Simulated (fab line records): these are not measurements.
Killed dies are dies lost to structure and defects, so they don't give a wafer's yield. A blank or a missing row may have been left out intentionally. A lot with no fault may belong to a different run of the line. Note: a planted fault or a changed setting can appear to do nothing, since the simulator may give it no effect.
fab line records	flow n5-finfet
record: lots: 9	wafers: 27	last-day: 19
route steps=1938 shown BEOL_M1@775 BEOL_M4@1111 PASSIVATION@1936
lots that met no fault: from a run of the same line without faults
start-h: hours from the record's first day to the start of the lot's first wafer shown	wait-h: hours elapsed since this lot's preceding step	" as in the row above	L1.1+2: several wafers, shown together as one row	- no value present, or no start provided	* or withheld: withheld	< > ~ a bound
route shown NAME@n: NAME is a module with steps in the file, n the number in the route of the first one	usual: the fault-free wafers' mean and standard deviation	same: alike in all rows	chamber/n: place in a boat	sites: the reading at each site	_std_site: the standard deviation of these	_edge_site: mean of outer sites minus mean of inner sites	radius-mm: for every site, how far away it sits from the centre of the wafer	mask NAME#n: copy n	behind: tool/chamber where the wafer was last shaped	hold: what put the lot on hold/how long, in hours/how the hold closed	device: which transistor (n, p or np) failed to switch	end of line: tests run on the same wafers once the route is complete	a step without rows: its recipe alone	killed: the dies lost at the first sort to structure and to defects; this is not the yield of the wafer	map: per-die view of a wafer (x killed, . not killed, _ where there is no die)
set.NAME: setting as actually run; set.NAME@STEP: the setting as run at that earlier step	model.NAME: the simulator's own value behind a step, which no gauge read
the route's steps for a sample of lots (tables are steps, rows are wafers)
services: when a tool's chamber went out of use (start-h, in hours from the record's first day, below 0 if earlier), for how many hours, and the reason
== steps ==
step: N5_BEOL_M1_STRIP_19
recipe: chemistry: O2	power-w: 400	temp-c: 40	pressure-mtorr: 30	rf-frequency-hz: 6e+07	bias-power-w: 0	overash-fraction: 0.2	o2-flow-sccm: 225
usual: drypump-motor-current-A: 5.5/0.5	oes-product-au: 0.79/0.087	rf-vpp-V: 3.7/0.51	showerhead-plenum-p-Torr: 2.12/0.081	throttle-valve-pct: 16.77/0.19
same: bias-power-w: 0
lot.wafer	tool	chamber	start-h	wait-h	drypump-motor-current-A	oes-product-au	rf-hours-counter-h	rf-vpp-V	showerhead-plenum-p-Torr	throttle-valve-pct
L110.1	rie-diel-03	2	125.22	0.1	6.1	0.72	214	3.6	2.17	16.79
L110.3	"	0	"	"	4.9	0.78	141	3.1	2.02	16.99
L110.5	"	1	"	"	6.0	0.74	-	4.2	2.11	16.87
L111.2	rie-diel-03	2	128.98	0.2	6.2	0.72	215	3.8	2.17	16.78
L111.4	"	3	"	"	6.3	0.68	242	2.7	2.07	17.23
L111.6	"	3	"	"	6.3	0.69	-	3.0	2.07	17.24
L114.2	rie-diel-05	0	152.01	0.4	5.8	0.86	57	4.2	2.24	16.67
L114.4	"	2	"	"	5.0	0.97	6	3.1	2.24	16.69
L114.6	"	2	"	"	5.0	0.98	-	3.6	2.24	16.70
L118.1	rie-diel-05	1	172.70	0.1	5.6	0.85	55	2.9	2.23	16.83
L118.4	"	2	"	"	5.0	0.94	14	2.9	2.24	16.73
L118.5	"	0	"	"	5.8	0.85	-	4.6	2.24	16.67
L121.2	rie-diel-03	0	192.65	0.1	4.9	0.76	163	3.4	2.02	17.03
L121.5	"	0	"	"	4.9	0.75	-	4.4	2.02	17.03
L121.6	"	1	"	"	6.0	0.72	-	3.8	2.10	16.93
L124.2	rie-diel-04	0	213.49	0.1	5.3	0.73	160	4.2	2.10	16.48
L124.3	"	2	"	"	5.1	0.71	-	4.0	1.99	16.77
L124.4	"	0	"	"	5.3	0.74	-	3.9	2.10	16.49
L128.3	rie-diel-05	0	228.25	0.1	5.8	0.83	79	3.1	2.23	16.69
L128.5	"	1	"	"	5.6	0.83	-	3.4	2.22	16.87
L128.6	"	0	"	"	5.8	0.82	-	3.2	2.23	16.70
L132.1	rie-diel-04	2	255.17	0.1	5.1	0.70	213	4.1	1.99	16.76
L132.2	"	0	"	"	5.3	0.73	174	1.9	2.09	16.51
L132.5	"	3	"	"	4.9	0.74	-	4.1	2.15	16.76
L133.3	rie-diel-04	1	265.09	0.2	4.9	0.73	181	3.9	2.14	16.97
L133.4	"	2	"	"	5.1	0.69	215	3.3	1.99	16.76
L133.5	"	1	"	"	4.9	0.73	-	3.7	2.15	16.94
step: N5_BEOL_M1_CD_MEAS_28
recipe: landing-energy-ev: 500	detector: se-inlens	target-cd-y-nm: 23.3
usual: cd-nm: 23.90/0.26
lot.wafer	tool	chamber	start-h	wait-h	cd-nm
L110.1	cd-sem-01	0	125.74	-	23.98
L110.3	"	0	"	"	23.77
L110.5	"	0	"	"	23.83
L111.2	cd-sem-03	0	129.50	-	23.78
L111.4	"	0	"	"	23.91
L111.6	"	0	"	"	24.14
L114.2	cd-sem-01	0	152.54	-	23.70
L114.4	"	0	"	"	23.72
L114.6	"	0	"	"	23.79
L118.1	cd-sem-03	0	173.28	-	23.89
L118.4	"	0	"	"	24.15
L118.5	"	0	"	"	23.58
L121.2	cd-sem-01	0	193.21	-	23.83
L121.5	"	0	"	"	23.66
L121.6	"	0	"	"	24.14
L124.2	cd-sem-01	0	214.04	-	23.68
L124.3	"	0	"	"	23.37
L124.4	"	0	"	"	23.54
L128.3	cd-sem-03	0	229.82	-	24.02
L128.5	"	0	"	"	23.94
L128.6	"	0	"	"	24.18
L132.1	cd-sem-03	0	255.56	-	23.84
L132.2	"	0	"	"	23.56
L132.5	"	0	"	"	23.38
L133.3	cd-sem-02	0	265.48	-	23.91
L133.4	"	0	"	"	23.82
L133.5	"	0	"	"	23.87
step: N5_BEOL_M1_TRENCH_ETCH_37
recipe: chemistry: C4F6/O2	target-depth-a: 552.07	target: SiOC	time-s: 29	ion-energy-ev: 250	pressure-mtorr: 30	source-w: 355	bias-w: 185	Ar_flow_sccm: 300	C4F6_flow_sccm: 10	O2_flow_sccm: 10
usual: drypump-motor-current-A: 5.6/0.53	oes_ar_750_au: 0.79/0.084	oes_f_703_au: 0.79/0.085	oes_o_777_au: 0.80/0.087	oes-product-au: 0.80/0.09	rf-fwd-power-W: 349.2/2	rf-vpp-V: 668/10	showerhead-plenum-p-Torr: 2.87/0.1	throttle-valve-pct: 20.93/0.27
lot.wafer	tool	chamber	start-h	wait-h	drypump-motor-current-A	oes_ar_750_au	oes_f_703_au	oes_o_777_au	oes-product-au	rf-fwd-power-W	rf-hours-counter-h	rf-vpp-V	showerhead-plenum-p-Torr	throttle-valve-pct
L110.1	rie-diel-03	2	127.87	-	6.2	0.71	0.72	0.73	0.72	350.1	215	685	2.92	20.85
L110.3	"	1	"	"	6.0	0.74	0.74	0.75	0.74	350.7	140	660	2.85	20.98
L110.5	"	3	"	"	6.3	0.69	0.69	0.69	0.69	345.7	-	656	2.83	21.53
L111.2	rie-diel-03	0	139.20	-	4.9	0.77	0.77	0.77	0.79	345.8	144	668	2.73	21.11
L111.4	"	3	"	"	6.3	0.69	0.68	0.69	0.69	346.5	245	655	2.83	21.52
L111.6	"	2	"	"	6.1	0.71	0.72	0.72	0.72	350.7	-	683	2.92	20.86
L114.2	rie-diel-05	2	154.65	-	5.0	0.95	0.96	0.96	0.97	351.6	7	678	3.02	20.89
L114.4	"	3	"	"	6.1	0.88	0.87	0.87	0.90	347.6	24	667	2.78	20.51
L114.6	"	2	"	"	5.0	0.95	0.95	0.95	0.98	348.8	-	678	3.02	20.89
L118.1	rie-diel-05	3	180.87	-	6.1	0.87	0.85	0.87	0.88	348.3	34	668	2.78	20.53
L118.4	"	3	"	"	6.1	0.87	0.86	0.86	0.87	346.9	-	668	2.78	20.54
L118.5	"	1	"	"	5.6	0.84	0.85	0.86	0.85	346.6	-	673	3.02	21.06
L121.2	rie-diel-05	2	205.66	-	5.0	0.91	0.92	0.92	0.92	350.8	21	678	3.01	20.91
L121.5	"	1	"	"	5.6	0.84	0.84	0.86	0.84	348.9	-	672	3.01	21.07
L121.6	"	2	"	"	5.0	0.92	0.91	0.91	0.92	350.7	-	678	3.01	20.91
L124.2	rie-diel-05	2	216.05	-	5.0	0.91	0.91	0.91	0.93	348.0	24	678	3.01	20.91
L124.3	"	1	"	"	5.6	0.83	0.85	0.86	0.84	348.6	66	673	3.01	21.08
L124.4	"	0	"	"	5.8	1.07	1.42	1.39	0.93	562.6	76	520	2.98	20.73
L128.3	rie-diel-04	0	239.58	-	5.3	0.72	0.72	0.74	0.73	351.9	170	680	2.83	20.57
L128.5	"	2	"	"	5.1	0.72	0.72	0.71	0.70	347.9	-	651	2.71	20.89
L128.6	"	1	"	"	4.9	0.73	0.72	0.70	0.72	346.6	-	674	2.96	21.35
L132.1	rie-diel-03	3	269.08	-	6.3	0.90	0.90	0.89	0.91	346.0	32	654	2.82	21.21
L132.2	"	1	"	"	6.0	0.71	0.70	0.72	0.70	353.0	192	658	2.82	21.07
L132.5	"	3	"	"	6.3	0.90	0.89	0.90	0.91	345.0	-	656	2.82	21.20
L133.3	rie-diel-03	1	275.10	-	6.0	0.69	0.69	0.71	0.69	352.1	194	659	2.82	21.07
L133.4	"	3	"	"	6.3	0.89	0.88	0.89	0.89	346.4	34	655	2.81	21.21
L133.5	"	0	"	"	4.9	0.74	0.73	0.73	0.73	348.8	-	668	2.71	21.18
step: N5_BEOL_M1_OCD_MEAS_38
usual: trench-depth-nm: 55.3/0.95
lot.wafer	tool	chamber	start-h	wait-h	trench-depth-nm
L110.1	ocd-01	-	128.02	-	55.5
L110.3	"	-	"	"	55.5
L110.5	"	-	"	"	55.0
L111.2	ocd-01	-	139.36	-	56.1
L111.4	"	-	"	"	55.4
L111.6	"	-	"	"	56.4
L114.2	ocd-02	-	154.81	-	56.3
L114.4	"	-	"	"	56.2
L114.6	"	-	"	"	56.3
L118.1	ocd-02	-	181.03	-	55.7
L118.4	"	-	"	"	55.3
L118.5	"	-	"	"	56.1
L121.2	ocd-02	-	205.82	-	55.9
L121.5	"	-	"	"	56.3
L121.6	"	-	"	"	55.6
L124.2	ocd-02	-	216.21	-	56.1
L124.3	"	-	"	"	56.3
L124.4	"	-	"	"	65.8
L128.3	ocd-01	-	239.74	-	55.0
L128.5	"	-	"	"	55.0
L128.6	"	-	"	"	53.2
L132.1	ocd-01	-	269.23	-	55.9
L132.2	"	-	"	"	55.0
L132.5	"	-	"	"	55.7
L133.3	ocd-02	-	275.26	-	53.5
L133.4	"	-	"	"	55.1
L133.5	"	-	"	"	54.4
step: N5_BEOL_M1_DEGAS_44
recipe: ambient: vacuum	temp-c: 250	time-s: 60
usual: heater-power-w: 329/33
lot.wafer	tool	chamber	start-h	wait-h	heater-power-w
L110.1	pvd-sputter-01	-	128.72	0.5	325
L110.3	"	-	"	"	375
L110.5	"	-	"	"	323
L111.2	pvd-sputter-02	-	140.01	0.5	387
L111.4	"	-	"	"	287
L111.6	"	-	"	"	286
L114.2	pvd-sputter-01	-	155.00	0.0	314
L114.4	"	-	"	"	333
L114.6	"	-	"	"	378
L118.1	pvd-sputter-02	-	181.30	0.1	292
L118.4	"	-	"	"	328
L118.5	"	-	"	"	292
L121.2	pvd-sputter-03	-	206.22	0.2	321
L121.5	"	-	"	"	297
L121.6	"	-	"	"	325
L124.2	pvd-sputter-02	-	216.70	0.3	290
L124.3	"	-	"	"	379
L124.4	"	-	"	"	330
L128.3	pvd-sputter-01	-	240.09	0.2	382
L128.5	"	-	"	"	316
L128.6	"	-	"	"	333
L132.1	pvd-sputter-03	-	270.09	0.7	325
L132.2	"	-	"	"	299
L132.5	"	-	"	"	328
L133.3	pvd-sputter-03	-	275.75	0.3	295
L133.4	"	-	"	"	289
L133.5	"	-	"	"	318
step: N5_BEOL_M4_RC_MEAS_101
usual: DIBL_N: 36.5/1.9	DIBL_P: 36.7/2.1	IOFF_N: 0.17/0.035	IOFF_P: 0.22/0.042	ION_N: 676/10	ION_P: 462/8.1	SS_N: 71.5/0.72	SS_P: 73.4/0.7	VT_N: 249/3.1	VT_P: -250/3.9
lot.wafer	tool	chamber	start-h	wait-h	DIBL_N[mV/V]	DIBL_P[mV/V]	IOFF_N[nA/um]	IOFF_P[nA/um]	ION_N[uA/um]	ION_P[uA/um]	SS_N[mV/dec]	SS_P[mV/dec]	VT_N[mV]	VT_P[mV]
L110.1	prober-01	0	163.60	0.0	34.5	32.9	0.12	0.18	675	460	70.9	72.8	253	-251
L110.3	"	0	"	"	34.9	34.7	0.14	0.21	687	476	71.1	73.2	248	-250
L110.5	"	0	"	"	33.1	31.6	0.10	0.16	660	457	70.9	72.6	257	-252
L111.2	prober-02	0	180.98	0.2	38.3	40.1	0.21	0.31	678	466	72.6	74.4	250	-246
L111.4	"	0	"	"	38.4	40.2	0.22	0.31	695	481	71.9	74.1	245	-244
L111.6	"	0	"	"	36.6	36.9	0.18	0.25	681	471	72.8	73.3	249	-246
L114.2	prober-02	0	193.82	0.2	38.4	38.6	0.18	0.23	680	461	72.2	74.0	251	-250
L114.4	"	0	"	"	35.4	36.4	0.14	0.21	681	466	71.0	73.9	251	-249
L114.6	"	0	"	"	36.1	35.7	0.14	0.20	662	459	72.2	73.5	252	-251
L118.1	prober-01	0	224.01	0.0	33.4	35.3	0.13	0.17	680	463	70.1	73.0	252	-253
L118.4	"	0	"	"	35.6	37.7	0.16	0.20	678	461	71.2	73.7	251	-251
L118.5	"	0	"	"	37.1	40.5	0.20	0.24	681	459	71.7	73.8	249	-250
L121.2	prober-01	0	251.53	0.2	36.3	37.6	0.17	0.22	675	460	71.7	72.8	248	-250
L121.5	"	0	"	"	36.8	37.1	0.16	0.21	675	460	70.9	73.0	251	-251
L121.6	"	0	"	"	36.6	36.7	0.16	0.20	678	462	71.9	73.3	249	-254
L124.2	prober-02	0	257.03	0.2	37.9	37.9	0.18	0.20	678	456	70.9	73.9	248	-254
L124.3	"	0	"	"	36.5	35.3	0.16	0.17	671	451	71.8	73.2	251	-254
L124.4	"	0	"	"	36.5	36.1	0.15	0.18	669	456	71.2	73.0	251	-254
L128.3	prober-01	0	288.55	0.3	32.7	31.2	0.11	0.13	666	450	69.8	72.5	256	-258
L128.5	"	0	"	"	39.9	39.2	0.23	0.24	682	460	72.1	74.5	249	-251
L128.6	"	0	"	"	33.9	34.2	0.12	0.17	661	460	70.7	72.8	256	-254
L132.1	prober-02	0	324.73	0.0	36.1	34.6	0.13	0.18	657	454	71.0	72.7	252	-253
L132.2	"	0	"	"	35.7	35.6	0.14	0.19	662	455	71.3	73.0	252	-253
L132.5	"	0	"	"	38.8	38.9	0.19	0.25	676	463	71.8	73.1	246	-247
L133.3	prober-01	0	348.43	0.3	35.8	36.4	0.18	0.24	683	470	71.4	73.4	247	-247
L133.4	"	0	"	"	37.7	38.7	0.19	0.26	674	460	72.8	73.5	246	-248
L133.5	"	0	"	"	35.5	36.3	0.16	0.23	682	472	71.3	73.2	249	-247
step: N5_PASSIVATION_PROBE_49
usual: defect-limited-yield: 91.4/1.5	killed_at_M0_to_M3: 35/12	killed_at_M4_up: 13/5.8	killed-at-contacts: 12/5.5	killed-at-front-end: 36/9.9	killed-at-other: 4/3.7	killed-dies: 101/18	killed-open: 66/13	killed-short: 33/8	sort_bin_5_function: 5.0/1	sort_bin_6_memory: 3.2/0.67	sort-n-pass: 1079/18	sort-yield-pct: 91.4/1.5
same: gross-dies: 1180	killed-at-back-side: 0	sort_bin_4_leakage[%]: 0	sort_bin_8_speed[%]: 0
lot.wafer	tool	chamber	start-h	wait-h	defect-limited-yield[%]	killed_at_M0_to_M3	killed_at_M4_up	killed-at-contacts	killed-at-front-end	killed-at-other	killed-dies	killed-open	killed-short	sort_bin_5_function[%]	sort_bin_6_memory[%]	sort-n-pass	sort-yield-pct[%]
L110.1	prober-01	-	270.78	0.0	93.0	27	14	14	27	1	83	62	21	4.2	2.8	1097	93.0
L110.3	prober-01	-	270.88	0.1	92.2	31	17	11	28	5	92	68	24	4.0	3.5	1088	92.2
L110.5	prober-01	-	270.98	0.2	93.2	26	13	9	32	0	80	42	38	4.2	2.4	1100	93.2
L111.2	prober-01	-	299.99	0.1	87.6	40	23	23	55	5	146	93	53	7.6	4.4	1034	87.6
L111.4	prober-01	-	300.09	0.2	89.6	44	17	8	52	2	123	83	38	6.1	4.0	1057	89.6
L111.6	prober-01	-	300.19	0.3	89.3	47	19	13	46	1	126	83	41	5.6	4.3	1054	89.3
L114.2	prober-02	-	308.15	0.1	93.6	26	8	7	32	2	75	45	29	4.0	2.1	1105	93.6
L114.4	prober-02	-	308.25	0.2	91.9	34	12	7	41	1	95	53	41	4.7	2.8	1085	91.9
L114.6	prober-02	-	308.35	0.3	91.6	29	15	14	36	5	99	61	36	5.0	3.1	1081	91.6
L118.1	prober-02	-	330.38	0.0	92.6	24	8	17	36	2	87	59	23	3.9	2.9	1093	92.6
L118.4	prober-02	-	330.53	0.2	90.3	44	20	19	28	4	115	69	45	5.2	3.8	1065	90.3
L118.5	prober-02	-	330.58	0.2	91.8	37	10	21	24	5	97	68	29	5.1	2.8	1083	91.8
L121.2	prober-02	-	365.07	0.1	91.3	23	12	20	40	8	103	66	36	4.7	3.7	1077	91.3
L121.5	prober-02	-	365.22	0.2	91.4	24	23	17	31	6	101	71	30	6.4	2.0	1079	91.4
L121.6	prober-02	-	365.27	0.3	91.9	25	12	14	40	4	95	63	27	4.2	3.5	1085	91.9
L124.2	prober-01	-	373.96	0.1	93.2	26	6	3	42	3	80	41	31	3.6	2.2	1100	93.2
L124.4	prober-01	-	374.06	0.2	91.9	34	10	10	22	20	96	66	29	4.6	3.4	1084	91.9
L128.3	prober-02	-	393.72	0.1	93.7	22	11	7	25	9	74	52	20	4.2	2.0	1106	93.7
L128.5	prober-02	-	393.82	0.2	93.1	31	12	8	27	4	82	57	23	4.8	1.9	1098	93.1
L128.6	prober-02	-	393.87	0.3	92.6	24	18	8	36	1	87	50	33	3.9	3.0	1093	92.6
L132.1	prober-01	-	428.96	0.0	92.8	24	16	12	30	3	85	57	27	4.0	2.9	1095	92.8
L132.2	prober-01	-	429.01	0.1	90.5	41	16	5	39	11	112	75	37	5.4	3.6	1068	90.5
L132.5	prober-01	-	429.16	0.2	89.6	42	16	15	44	6	123	90	31	5.8	4.5	1057	89.6
L133.3	prober-02	-	448.33	0.1	94.2	22	3	9	32	2	68	38	28	2.7	2.7	1112	94.2
L133.4	prober-02	-	448.38	0.2	88.9	45	10	20	54	2	131	93	38	7.1	3.7	1049	88.9
L133.5	prober-02	-	448.43	0.2	91.1	39	14	18	32	2	105	65	38	5.3	3.5	1075	91.1
killed by level:class
L110.1 MOL_CONTACT_COAG:geometric-particle:open=13 GATE_CUT:geometric-particle:open=7 BEOL_M4:geometric-particle:open=7 STI_FIN_REVEAL:geometric-particle:open=6 BEOL_M3:geometric-particle:open=6 FIN_SAQP:geometric-particle:short=4 BEOL_M0_SAQP:geometric-particle:short=4 BEOL_M0_SAQP:geometric-particle:open=4
L110.3 BEOL_M0_SAQP:geometric-particle:open=11 MOL_CONTACT_COAG:geometric-particle:open=9 BEOL_M4:geometric-particle:open=8 BEOL_M3:geometric-particle:open=6 FIN_SAQP:geometric-particle:open=5 BEOL_M1:geometric-particle:open=5 STARTING-WAFER:geometric-particle:open=5 FIN_SAQP:geometric-particle:short=4
L110.5 GATE_CUT:geometric-particle:short=8 STI_FIN_REVEAL:geometric-particle:open=7 MOL_CONTACT_COAG:geometric-particle:open=7 BEOL_M0_SAQP:geometric-particle:short=7 BEOL_M4:geometric-particle:open=7 FIN_SAQP:geometric-particle:short=6 BEOL_M0_SAQP:geometric-particle:open=6 BEOL_M0:geometric-particle:open=5
L111.2 MOL_CONTACT_COAG:geometric-particle:open=20 FIN_SAQP:geometric-particle:short=19 BEOL_M4:geometric-particle:open=14 FIN_SAQP:geometric-particle:open=13 BEOL_M3:geometric-particle:open=9 STI_FIN_REVEAL:geometric-particle:open=6 BEOL_M5:geometric-particle:open=6 BEOL_M0_SAQP:geometric-particle:open=6
L111.4 FIN_SAQP:geometric-particle:open=11 STI_FIN_REVEAL:geometric-particle:open=11 FIN_SAQP:geometric-particle:short=10 BEOL_M3:geometric-particle:open=9 DUMMY_GATE:geometric-particle:open=8 BEOL_M1:geometric-particle:open=8 BEOL_M3:geometric-particle:short=7 BEOL_M4:geometric-particle:open=7
L111.6 FIN_SAQP:geometric-particle:open=18 BEOL_M0_SAQP:geometric-particle:open=12 FIN_SAQP:geometric-particle:short=11 MOL_CONTACT_COAG:geometric-particle:open=7 BEOL_M2:geometric-particle:open=7 MOL_CONTACT_COAG:geometric-particle:short=6 BEOL_M1:geometric-particle:open=6 BEOL_M0_SAQP:geometric-particle:short=5
L114.2 GATE_CUT:geometric-particle:short=7 BEOL_M0_SAQP:geometric-particle:open=7 BEOL_M0_SAQP:geometric-particle:short=6 STARTING-WAFER:geometric-particle:short=6 STI_FIN_REVEAL:geometric-particle:open=4 MOL_CONTACT_COAG:geometric-particle:open=4 BEOL_M2:geometric-particle:open=4 BEOL_M3:geometric-particle:open=4
L114.4 FIN_SAQP:geometric-particle:short=11 BEOL_M3:geometric-particle:open=9 BEOL_M0_SAQP:geometric-particle:open=7 STARTING-WAFER:geometric-particle:short=6 BEOL_M0_SAQP:geometric-particle:short=5 FIN_SAQP:geometric-particle:open=4 MOL_CONTACT_COAG:geometric-particle:open=4 BEOL_M2:geometric-particle:open=4
L114.6 MOL_CONTACT_COAG:geometric-particle:open=11 GATE_CUT:geometric-particle:short=9 BEOL_M0_SAQP:geometric-particle:short=8 FIN_SAQP:geometric-particle:open=7 FIN_SAQP:geometric-particle:short=6 STI_FIN_REVEAL:geometric-particle:open=6 BEOL_M2:geometric-particle:open=6 BEOL_M1:geometric-particle:open=4
L118.1 MOL_CONTACT_COAG:geometric-particle:open=14 DUMMY_GATE:geometric-particle:open=6 BEOL_M0_SAQP:geometric-particle:short=6 FIN_SAQP:geometric-particle:open=5 STI_FIN_REVEAL:geometric-particle:open=5 BEOL_M2:geometric-particle:open=5 BEOL_M3:geometric-particle:open=5 BEOL_M0_SAQP:geometric-particle:open=4
L118.4 MOL_CONTACT_COAG:geometric-particle:open=12 BEOL_M0_SAQP:geometric-particle:short=12 BEOL_M0_SAQP:geometric-particle:open=11 BEOL_M2:geometric-particle:open=9 STI_FIN_REVEAL:geometric-particle:open=7 MOL_CONTACT_COAG:geometric-particle:short=7 BEOL_M4:geometric-particle:open=6 BEOL_M3:geometric-particle:open=6
L118.5 MOL_CONTACT_COAG:geometric-particle:open=18 BEOL_M2:geometric-particle:open=9 FIN_SAQP:geometric-particle:short=7 BEOL_M0_SAQP:geometric-particle:open=7 BEOL_M3:geometric-particle:open=6 DUMMY_GATE:geometric-particle:open=5 BEOL_M0_SAQP:geometric-particle:short=5 BEOL_M1:geometric-particle:open=5
L121.2 MOL_CONTACT_COAG:geometric-particle:open=16 FIN_SAQP:geometric-particle:short=8 FIN_SAQP:geometric-particle:open=7 BEOL_M0_SAQP:geometric-particle:short=7 BEOL_M4:geometric-particle:open=6 BEOL_M0_SAQP:geometric-particle:open=6 STI_FIN_REVEAL:geometric-particle:open=5 DUMMY_GATE:geometric-particle:open=4
L121.5 MOL_CONTACT_COAG:geometric-particle:open=14 BEOL_M4:geometric-particle:open=13 BEOL_M0_SAQP:geometric-particle:open=9 FIN_SAQP:geometric-particle:open=5 FIN_SAQP:geometric-particle:short=5 GATE_CUT:geometric-particle:short=4 BEOL_M1:geometric-particle:open=4 BEOL_M4:geometric-particle:short=4
L121.6 FIN_SAQP:geometric-particle:open=10 MOL_CONTACT_COAG:geometric-particle:open=9 FIN_SAQP:geometric-particle:short=7 BEOL_M4:geometric-particle:open=6 BEOL_M0_SAQP:geometric-particle:open=5 BEOL_M0_SAQP:geometric-particle:short=5 DUMMY_GATE:geometric-particle:open=4 ILD0:geometric-particle:open=4
L124.2 FIN_SAQP:geometric-particle:open=11 FIN_SAQP:geometric-particle:short=9 BEOL_M0_SAQP:geometric-particle:short=7 BEOL_M3:geometric-particle:open=7 HKMG_FIN:area-etch=7 BEOL_M0_SAQP:geometric-particle:open=6 GATE_CUT:geometric-particle:short=4 STARTING-WAFER:geometric-particle:short=3
L124.4 PASS1_CAP:geometric-particle:open=9 MOL_CONTACT_COAG:geometric-particle:open=8 BEOL_M0_SAQP:geometric-particle:open=8 PASS1_CAP:geometric-particle:short=7 DUMMY_GATE:geometric-particle:open=6 BEOL_M0_SAQP:geometric-particle:short=6 BEOL_M2:geometric-particle:open=6 BEOL_M3:geometric-particle:open=6
L128.3 BEOL_M0_SAQP:geometric-particle:open=9 MOL_CONTACT_COAG:geometric-particle:open=7 MIM_TOP:geometric-particle:open=6 STI_FIN_REVEAL:geometric-particle:open=4 GATE_CUT:geometric-particle:open=4 BEOL_M0_SAQP:geometric-particle:short=4 FIN_SAQP:geometric-particle:open=3 GATE_CUT:geometric-particle:short=3
L128.5 STI_FIN_REVEAL:geometric-particle:open=10 BEOL_M4:geometric-particle:open=8 BEOL_M1:geometric-particle:open=7 BEOL_M2:geometric-particle:open=7 MOL_CONTACT_COAG:geometric-particle:open=6 BEOL_M0_SAQP:geometric-particle:open=6 BEOL_M0_SAQP:geometric-particle:short=3 BEOL_M3:geometric-particle:open=3
L128.6 BEOL_M4:geometric-particle:open=10 BEOL_M0_SAQP:geometric-particle:short=8 BEOL_M3:geometric-particle:open=8 MOL_CONTACT_COAG:geometric-particle:open=7 FIN_SAQP:geometric-particle:short=6 FIN_SAQP:geometric-particle:open=6 BEOL_M0_SAQP:geometric-particle:open=5 STI_FIN_REVEAL:geometric-particle:open=4
L132.1 BEOL_M2:geometric-particle:open=9 MOL_CONTACT_COAG:geometric-particle:open=7 BEOL_M4:geometric-particle:open=6 STI_FIN_REVEAL:geometric-particle:open=5 GATE_CUT:geometric-particle:short=5 MOL_CONTACT_COAG:geometric-particle:short=5 STARTING-WAFER:geometric-particle:short=4 FIN_SAQP:geometric-particle:short=3
L132.2 STI_FIN_REVEAL:geometric-particle:open=13 BEOL_M0_SAQP:geometric-particle:short=11 BEOL_M2:geometric-particle:open=11 BEOL_M1:geometric-particle:open=9 BEOL_M4:geometric-particle:open=9 FIN_SAQP:geometric-particle:short=8 PASS1_CAP:geometric-particle:open=6 MOL_CONTACT_COAG:geometric-particle:open=4
L132.5 FIN_SAQP:geometric-particle:open=15 MOL_CONTACT_COAG:geometric-particle:open=11 BEOL_M2:geometric-particle:open=11 BEOL_M1:geometric-particle:open=9 BEOL_M4:geometric-particle:open=7 DUMMY_GATE:geometric-particle:open=6 BEOL_M0_SAQP:geometric-particle:open=6 FIN_SAQP:geometric-particle:short=5
L133.3 MOL_CONTACT_COAG:geometric-particle:open=7 BEOL_M0_SAQP:geometric-particle:open=7 STI_FIN_REVEAL:geometric-particle:open=5 DUMMY_GATE:geometric-particle:open=5 BEOL_M2:geometric-particle:open=5 FIN_SAQP:geometric-particle:short=4 BEOL_M0_SAQP:geometric-particle:short=4 FIN_SAQP:geometric-particle:open=3
L133.4 FIN_SAQP:geometric-particle:short=17 MOL_CONTACT_COAG:geometric-particle:open=16 STI_FIN_REVEAL:geometric-particle:open=12 BEOL_M0_SAQP:geometric-particle:open=12 BEOL_M1:geometric-particle:open=10 FIN_SAQP:geometric-particle:open=9 DUMMY_GATE:geometric-particle:open=8 BEOL_M3:geometric-particle:open=8
L133.5 MOL_CONTACT_COAG:geometric-particle:open=13 BEOL_M3:geometric-particle:open=8 BEOL_M0_SAQP:geometric-particle:short=7 STI_FIN_REVEAL:geometric-particle:open=7 FIN_SAQP:geometric-particle:short=6 BEOL_M2:geometric-particle:open=6 FIN_SAQP:geometric-particle:open=5 MOL_CONTACT_COAG:geometric-particle:short=5
== services ==
tool	chamber	start-h	hours	kind
pvd-sputter-01	-	105.65	1.4	repair
rie-diel-05	2	111.70	7.9	repair
pvd-sputter-01	-	115.70	5.3	repair
rie-diel-05	2	119.65	-	clean
rie-diel-05	2	119.65	-	consumable-replace:focus-ring
rie-diel-05	2	119.65	-	consumable-replace:showerhead
rie-diel-05	2	119.65	15.2	scheduled-down
rie-diel-05	2	119.65	15.2	vent-cycle
rie-diel-05	-	147.63	0.9	repair
rie-diel-03	3	153.55	-	clean
rie-diel-03	3	153.55	-	consumable-replace:focus-ring
rie-diel-03	3	153.55	24.3	scheduled-down
rie-diel-03	3	153.55	24.3	vent-cycle
rie-diel-03	0	154.99	7.7	repair
rie-diel-04	-	174.46	15.6	pm
rie-diel-05	2	179.59	5.7	repair
rie-diel-05	1	184.83	6.6	repair
rie-diel-03	0	196.77	6.4	repair
rie-diel-04	3	200.90	12.8	repair
rie-diel-04	2	216.19	9.9	repair
rie-diel-03	2	216.52	-	clean
rie-diel-03	2	216.52	-	consumable-replace:focus-ring
rie-diel-05	3	251.62	3.5	repair
rie-diel-03	-	253.91	0.7	repair
== key ==
first-sign: step: N5_BEOL_M1_TRENCH_ETCH_37	reading: rf-fwd-power-W	direction: up	sigmas: 99+	usual: *	struck: *
effect: step: N5_BEOL_M1_TRENCH_ETCH_37	reading: rf-vpp-V	direction: down	sigmas: 14	usual: 668	struck: 520
effect: step: N5_BEOL_M1_OCD_MEAS_38	reading: trench-depth-nm	direction: up	sigmas: 11	usual: 55.3	struck: 65.8
met-at N5_BEOL_M1_TRENCH_ETCH_37
struck-lots L124
struck-wafers L124.4
not-acting-at N5_BEOL_M1_STRIP_19,N5_BEOL_M1_CD_MEAS_28,N5_BEOL_M1_DEGAS_44
fault: kind: process-parameter-drift	tool: rie-diel-05	chamber: 0	onset-h: 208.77	steps: N5_BEOL_M1_TRENCH_ETCH_37	channel: source-w	offset: 213	shape: step	end-h: 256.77	acts-in: these-recipes-only	stated: 355
